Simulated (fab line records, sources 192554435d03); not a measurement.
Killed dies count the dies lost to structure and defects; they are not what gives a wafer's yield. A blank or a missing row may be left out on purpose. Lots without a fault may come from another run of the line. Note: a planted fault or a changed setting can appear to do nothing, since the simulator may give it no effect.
Chamber matching | flow n5-finfet | rie-diel-02 running N5_BEOL_M1_ETCH_69: 4 sister chambers
The step etches SiARC in CF4, target depth 15.6 nm, time 26 s. 4 wafers are shown with their chamber, then 9 later ones without.

== WAFERS, EACH WITH ITS CHAMBER ==
wafer  | chamber | showerhead-plenum-p-Torr (Torr)
L083.6 | 1       | 2.13
L086.2 | 3       | 2.25
L086.3 | 2       | 2.03
L086.5 | 0       | 2.11

== WAFERS WITH NO CHAMBER GIVEN ==
wafer  | showerhead-plenum-p-Torr (Torr)
L085.1 | 2.13
L085.2 | 2.25
L085.5 | 2.03
L091.1 | 2.10
L091.5 | 2.10
L091.6 | 2.12
L094.2 | 2.10
L094.4 | 2.03
L094.5 | 2.25

== THE CHAMBER EACH PASSED THROUGH ==
wafer  | from the rows above     | in truth
L085.1 | 1                       | 1
L085.2 | 3                       | 3
L085.5 | 2                       | 2
L091.1 | 0                       | 0
L091.5 | 0                       | 0
L091.6 | can't be placed: 1 or 0 | 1
L094.2 | 0                       | 0
L094.4 | 2                       | 2
L094.5 | 3                       | 3
Placed correctly: 8 of 9. Not placeable from these rows: 1 (in 1, the candidates include the true chamber). Wrongly placed: 0.
How it was worked out, from the rows above alone: a wafer's distance from a chamber is the root of the sum, over the readings, of the square of ((its reading less the chamber's mean) divided by the reading's scatter). If the next closest chamber is less than 2 further off than the closest, the wafer can't be placed; otherwise it belongs to the closest. The mean given for a chamber averages the wafers shown for that chamber. The scatter: root of mean squared gap, hidden wafer to nearest shown wafer, with one shown wafer a chamber.
